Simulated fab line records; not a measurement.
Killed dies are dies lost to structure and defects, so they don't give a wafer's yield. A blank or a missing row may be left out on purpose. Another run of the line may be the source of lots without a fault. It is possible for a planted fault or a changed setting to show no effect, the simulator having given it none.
Chamber matching ; flow nandHarc ; rieSi-01 running NHARC_A_ZERO_WELL_ETCH_13: 4 sister chambers
The step etches the open film in HBr/Cl2, target depth 120 nm, time 40.1 s. 8 wafers are shown with their chamber, then 11 later ones without.

## WAFERS PAIRED WITH THEIR CHAMBERS
wafer;chamber;drypumpMotorCurrentA (A);oesProductAu (a.u.)
L082.4;3;5.4;0.988
L085.6;1;5.5;0.984
L087.5;0;6.5;0.987
L087.6;1;5.5;0.991
L090.1;2;6.3;1.004
L090.2;0;6.5;0.982
L090.5;3;5.5;0.981
L092.2;2;6.3;0.992

## WAFERS WITH NO CHAMBER GIVEN
wafer;drypumpMotorCurrentA (A);oesProductAu (a.u.)
L092.5;5.5;0.990
L092.6;6.3;1.008
L093.1;6.3;0.993
L093.2;5.5;0.983
L093.5;6.5;0.991
L096.2;5.5;1.002
L096.5;5.4;0.988
L096.6;6.3;0.998
L097.3;5.4;0.984
L097.4;6.3;1.002
L097.6;6.5;1.005

## WHICH CHAMBER EACH ONE RAN IN
wafer;from the rows above;in truth
L092.5;can't be placed: 1 or 3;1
L092.6;2;2
L093.1;2;2
L093.2;can't be placed: 1 or 3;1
L093.5;0;0
L096.2;can't be placed: 1 or 3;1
L096.5;can't be placed: 3 or 1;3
L096.6;2;2
L097.3;can't be placed: 3 or 1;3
L097.4;2;2
L097.6;0;0
Correctly placed: 6 of 11. Not placeable from these rows: 5 (in 5, the candidates include the true chamber). Placed wrongly: 0.
How it was worked out, from the rows above alone: a wafer's distance from a chamber is the root of the sum, over the readings, of the square of ((its reading less the chamber's mean) divided by the reading's scatter). The wafer belongs to the nearest chamber; if the next one is less than 2 further off, it can't be placed. The mean given for a chamber averages the wafers shown for that chamber. The scatter: take each reading less its chamber's mean, square it, sum over the shown wafers, divide by the number of wafers less the number of chambers, and take the root.
